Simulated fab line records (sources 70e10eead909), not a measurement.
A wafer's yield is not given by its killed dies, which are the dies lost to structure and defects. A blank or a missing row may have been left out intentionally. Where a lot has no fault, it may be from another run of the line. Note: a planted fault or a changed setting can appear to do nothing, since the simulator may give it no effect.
fab line records	flow nandHarc
[record] lots = 11	wafers = 33	lastDay = 27
route steps=1302 shown P_BONDPAD@376 A_ONON_D1@428
lots that met no fault: taken from a fault-free run of the same line
startH: hours from the record's opening day to when the first of the lot's shown wafers began	waitH: time in hours since the lot's previous step	" repeats the value in the row above	L1.1+2: a single row standing in for several wafers	- value missing, or start not given	* or withheld: withheld	< > ~ a bound
route shown NAME@n: a module of which the file shows steps, and the number in the route of the first	usual: mean/standard deviation taken from wafers without a fault	same: alike in all rows	chamber/n: place in a boat	sites: readings site by site	_std_site: standard deviation of those values	_edge_site: inner sites' mean taken away from outer sites' mean	radiusMm: for every site, how far away it sits from the centre of the wafer	mask NAME#n: copy n	behind: tool/chamber where the wafer was last shaped	hold: the reason the lot was held/the length of the hold in hours/how it ended	device: which transistor (n, p or np) failed to switch	end of line: at the end of the route, the tests of the same wafers	where a step has no rows: the recipe by itself	killed: not the wafer's yield, but the dies lost to structure and defects at the first sort	map: the dies of a wafer, with x for killed, . for not killed, _ for no die there
set.NAME: the setting that was run; set.NAME@STEP: the one run at that earlier step	model.NAME: the simulator's own value behind a step, which no gauge read
the route's steps for a sample of lots (tables are steps, rows are wafers)
services: the hour from which a tool's chamber was out of use, counted from the record's first day as startH (under 0 if before that day), plus the number of hours and why
[[steps]]
[step NHARC_P_BONDPAD_PVD_17]
[recipe] targetThkA = 50	biasV = 168.6	powerW = 15000	chamberPressurePa = 0.12	timeS = 8.06	substrateTempC = 50	material = TaN
[usual] biasV = 168.7/1.8	throttleValvePct = 30.2/1.3
lot.wafer	tool	chamber	startH	waitH	biasV	throttleValvePct
L379.3	pvdSputter-01	-	-	-	170.0	31.6
L379.6	"	-	"	"	168.0	31.6
L379.5	"	-	"	"	168.0	31.6
L380.1	pvdSputter-03	-	-	-	171.3	31.1
L380.2	"	-	"	"	169.8	30.2
L380.5	"	-	"	"	167.2	27.5
L381.1	pvdSputter-03	-	-	-	170.9	27.7
L381.3	"	-	"	"	170.2	30.0
L381.6	"	-	"	"	171.5	27.4
L382.1	pvdSputter-01	-	-	-	166.9	29.7
L382.6	"	-	"	"	170.3	31.6
L382.5	"	-	"	"	169.0	31.6
L383.4	pvdSputter-01	-	-	-	168.8	30.9
L383.2	"	-	"	"	168.1	29.7
L383.5	"	-	"	"	167.7	30.1
L384.3	pvdSputter-02	-	-	-	168.9	30.6
L384.2	"	-	"	"	169.3	30.3
L384.5	"	-	"	"	169.3	28.2
L385.4	pvdSputter-01	-	-	-	167.8	31.2
L385.5	"	-	"	"	167.5	31.4
L385.6	"	-	"	"	170.4	31.3
L386.2	pvdSputter-02	-	-	-	165.8	28.3
L386.1	"	-	"	"	171.1	30.2
L386.3	"	-	"	"	167.1	30.5
L387.4	pvdSputter-01	-	-	-	168.2	31.4
L387.5	"	-	"	"	166.6	29.5
L387.6	"	-	"	"	171.1	31.9
L397.3	pvdSputter-03	-	-	-	170.5	27.7
L397.2	"	-	"	"	168.9	30.2
L397.5	"	-	"	"	171.4	27.7
L398.4	pvdSputter-02	-	-	-	169.5	29.5
L398.1	"	-	"	"	171.4	31.2
L398.5	"	-	"	"	172.0	31.3
[step NHARC_P_BONDPAD_ANNEAL_28]
[recipe] tempC = 225	timeS = 90
[usual] wafer_temp_C_max = 226.4/0.5
lot.wafer	tool	chamber	startH	waitH	wafer_temp_C_max
L379.3	rtpAnneal-02	0	135.05	-	226.1
L379.5	"	0	"	"	225.7
L379.6	"	0	"	"	226.2
L380.1	rtpAnneal-02	0	147.74	-	226.2
L380.2	"	0	"	"	226.2
L380.5	"	0	"	"	226.1
L381.1	rtpAnneal-02	0	160.32	0.3	225.8
L381.3	"	0	"	"	226.1
L381.6	"	0	"	"	225.8
L382.1	rtpAnneal-02	0	172.92	0.3	226.1
L382.5	"	0	"	"	226.3
L382.6	"	0	"	"	226.0
L383.2	rtpAnneal-02	0	173.65	-	226.0
L383.4	"	0	"	"	226.1
L383.5	"	0	"	"	225.9
L384.2	rtpAnneal-01	0	182.86	0.3	227.0
L384.3	"	0	"	"	226.6
L384.5	"	0	"	"	227.2
L385.4	rtpAnneal-02	0	198.95	0.3	225.8
L385.5	"	0	"	"	226.1
L385.6	"	0	"	"	226.2
L386.1	rtpAnneal-01	0	214.89	0.3	226.4
L386.2	"	0	"	"	226.7
L386.3	"	0	"	"	227.5
L387.4	rtpAnneal-02	0	215.76	0.3	226.1
L387.5	"	0	"	"	226.1
L387.6	"	0	"	"	226.3
L397.2	rtpAnneal-01	0	314.65	0.3	226.6
L397.3	"	0	"	"	226.5
L397.5	"	0	"	"	227.1
L398.1	rtpAnneal-01	0	323.63	0.3	226.7
L398.4	"	0	"	"	227.1
L398.5	"	0	"	"	226.5
[step NHARC_A_ONON_D1_DEP_06]
[recipe] targetThkA = 10000	n2FlowSccm = 2750	n2oFlowSccm = 2000	nh3FlowSccm = 500	sih4FlowSccm = 210	tempC = 400
[usual] susceptorTempC = 399.97/0.21
lot.wafer	tool	chamber	startH	waitH	susceptorTempC
L379.3	pecvdOnon-02	0	160.12	0.2	400.05
L379.5	"	0	"	"	400.13
L379.6	"	0	"	"	399.88
L380.1	pecvdOnon-02	0	175.12	0.1	399.95
L380.2	"	0	"	"	400.02
L380.5	"	0	"	"	400.02
L381.1	pecvdOnon-04	0	188.58	0.1	400.06
L381.3	"	0	"	"	400.24
L381.6	"	0	"	"	400.36
L383.2	pecvdOnon-03	0	198.02	0.1	399.98
L383.4	"	0	"	"	399.94
L383.5	"	0	"	"	400.02
L382.1	pecvdOnon-03	0	198.31	0.1	399.88
L382.5	"	0	"	"	400.06
L382.6	"	0	"	"	399.99
L384.2	pecvdOnon-03	0	207.37	0.1	399.84
L384.3	"	0	"	"	399.92
L384.5	"	0	"	"	399.71
L385.4	pecvdOnon-02	0	223.99	0.2	399.81
L385.5	"	0	"	"	400.11
L385.6	"	0	"	"	400.15
L387.4	pecvdOnon-04	0	240.65	0.2	399.92
L387.5	"	0	"	"	400.01
L387.6	"	0	"	"	399.77
L386.1	pecvdOnon-02	0	240.68	0.1	399.87
L386.2	"	0	"	"	400.22
L386.3	"	0	"	"	400.24
L397.2	pecvdOnon-04	0	338.76	0.1	400.34
L397.3	"	0	"	"	400.18
L397.5	"	0	"	"	400.08
L398.1	pecvdOnon-04	0	348.61	0.1	399.70
L398.4	"	0	"	"	399.76
L398.5	"	0	"	"	399.79
[step NHARC_A_ONON_D1_THK_MEAS_08]
[recipe] thkMeasGauge = ellipsometry
[usual] thkNm = 1003/12
lot.wafer	tool	chamber	startH	waitH	hold	thkNm
L379.3	filmMetro-01	-	160.52	-	-	997
L379.5	"	-	"	"	-	997
L379.6	"	-	"	"	-	996
L380.1	filmMetro-02	-	175.63	-	-	993
L380.2	"	-	"	"	-	993
L380.5	"	-	"	"	-	992
L381.1	filmMetro-02	-	189.08	-	-	1019
L381.3	"	-	"	"	-	1017
L381.6	"	-	"	"	-	1020
L383.2	filmMetro-01	-	198.47	-	-	1023
L383.4	"	-	"	"	-	1022
L383.5	"	-	"	"	-	1022
L382.1	filmMetro-01	-	198.83	-	-	1015
L382.5	"	-	"	"	-	1019
L382.6	"	-	"	"	-	1017
L384.2	filmMetro-01	-	207.82	-	-	1000
L384.3	"	-	"	"	-	999
L384.5	"	-	"	"	-	1000
L385.4	filmMetro-02	-	224.32	-	-	980
L385.5	"	-	"	"	-	980
L385.6	"	-	"	"	-	979
L387.4	filmMetro-01	-	240.99	-	-	987
L387.5	"	-	"	"	-	987
L387.6	"	-	"	"	-	987
L386.1	filmMetro-02	-	241.19	-	-	1015
L386.2	"	-	"	"	-	1014
L386.3	"	-	"	"	-	1014
L397.2	filmMetro-01	-	339.21	-	awaitDispo/0.2h/release	883
L397.3	"	-	"	"	awaitDispo/0.2h/release	884
L397.5	"	-	"	"	awaitDispo/0.2h/release	885
L397.2	filmMetro-01	-	339.38	0.2	-	883
L397.3	"	-	"	"	-	884
L397.5	"	-	"	"	-	884
L398.1	filmMetro-01	-	349.12	-	awaitDispo/0.2h/release	873
L398.4	"	-	"	"	awaitDispo/0.2h/release	875
L398.5	"	-	"	"	awaitDispo/0.2h/release	874
L398.1	filmMetro-01	-	349.29	0.2	-	874
L398.4	"	-	"	"	-	875
L398.5	"	-	"	"	-	873
[[services]]
tool	chamber	startH	hours	kind
pecvdOnon-04	-	130.24	13.0	pm
pvdSputter-03	-	170.00	10.0	pm
pvdSputter-03	-	181.17	3.3	repair
pvdSputter-01	-	181.70	2.1	repair
pecvdOnon-02	-	185.34	13.0	pm
pvdSputter-03	-	189.30	1.1	repair
pvdSputter-01	-	226.00	10.0	pm
pecvdOnon-03	-	227.00	13.0	pm
pvdSputter-01	-	242.06	1.9	repair
pecvdOnon-04	-	276.09	0.7	repair
pvdSputter-02	-	282.00	10.0	pm
pecvdOnon-04	-	311.24	13.0	pm
pvdSputter-03	-	315.22	2.5	repair
pvdSputter-02	-	325.59	38.1	repair
pvdSputter-03	-	348.01	10.0	pm
[[key]]
[firstSign] step = NHARC_A_ONON_D1_THK_MEAS_08	reading = visit	direction = added
[effect] step = NHARC_A_ONON_D1_THK_MEAS_08	reading = thkNm	direction = down	sigmas = 11	usual = 1003	struck = 879
metAt NHARC_A_ONON_D1_DEP_06
struckLots L397,L398
laterRowsLeftOut L397.2,L397.3,L397.5,L398.1,L398.4,L398.5
sortLeftOut L397.2,L397.3,L397.5,L398.1,L398.4,L398.5
testerLeftOut L397,L398
notActingAt NHARC_P_BONDPAD_PVD_17,NHARC_P_BONDPAD_ANNEAL_28
onsetBetween 240.65 338.76
alsoFits time
[fault] kind = processParameterDrift	tool = pecvdOnon-04	chamber = -	onsetH = 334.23	steps = NHARC_A_ONON_D1_DEP_06	channel = targetThkA	offset = *	shape = step	endH = 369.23	actsIn = *	stated = *
// testerLeftOut: of these lots the tester's yield and bins aren't shown, on N5 and GAA mostly nor the transistor test; their killed dies are dies lost to structure and defects alone, not to doping, threshold or leakage, so they don't give the yield
// sortLeftOut: the simulated sort isn't trusted on such a fault, so these wafers' sort isn't shown, and their yield isn't known
// laterRowsLeftOut: the simulator's readings of these wafers behind a module that went badly wrong aren't trusted and aren't shown, but for the sort
